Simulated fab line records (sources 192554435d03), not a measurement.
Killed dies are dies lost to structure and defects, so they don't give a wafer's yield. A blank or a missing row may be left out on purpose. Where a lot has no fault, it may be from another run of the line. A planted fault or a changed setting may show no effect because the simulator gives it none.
Chamber matching	flow n5 finfet	rie diel-02 running N5_FIN_SAQP_DESCUM_21: 4 sister chambers
The step chemistry O2, time 7.9 s. 8 wafers are shown with their chamber, then 8 later ones without.

== EACH WAFER AND ITS CHAMBER ==
wafer	chamber	showerhead plenum p Torr (Torr)	oes product au (a.u.)
L081.1	0	1.98	0.70
L083.2	1	2.17	0.74
L083.5	2	2.22	0.83
L083.6	3	2.02	0.79
L084.1	0	1.98	0.69
L084.3	2	2.22	0.83
L084.6	3	2.02	0.79
L089.1	1	2.16	0.72

== WAFERS WITHOUT THEIR CHAMBER ==
wafer	showerhead plenum p Torr (Torr)	oes product au (a.u.)
L089.2	1.97	0.68
L089.4	2.02	0.77
L095.1	2.21	0.79
L095.2	1.97	0.68
L095.3	2.16	0.72
L096.1	2.21	0.79
L096.3	2.01	0.75
L096.4	2.16	0.72

== WHICH CHAMBER EACH ONE RAN IN ==
wafer	from the rows above	in truth
L089.2	0	0
L089.4	3	3
L095.1	2	2
L095.2	0	0
L095.3	1	1
L096.1	2	2
L096.3	3	3
L096.4	1	1
Placed correctly: 8 of 8. Not placeable from these rows: 0. 0 placed wrongly.
How it was worked out, from the rows above alone: a wafer's distance from a chamber is the root of the sum, over the readings, of the square of ((its reading less the chamber's mean) divided by the reading's scatter). The wafer belongs to the nearest chamber; if the next one is less than 2 further off, it can't be placed. For every chamber, the mean is computed from those of its wafers that are shown. The scatter is the square root of a quotient: the sum, over the shown wafers, of each reading's squared deviation from its chamber's mean, divided by wafers minus chambers.
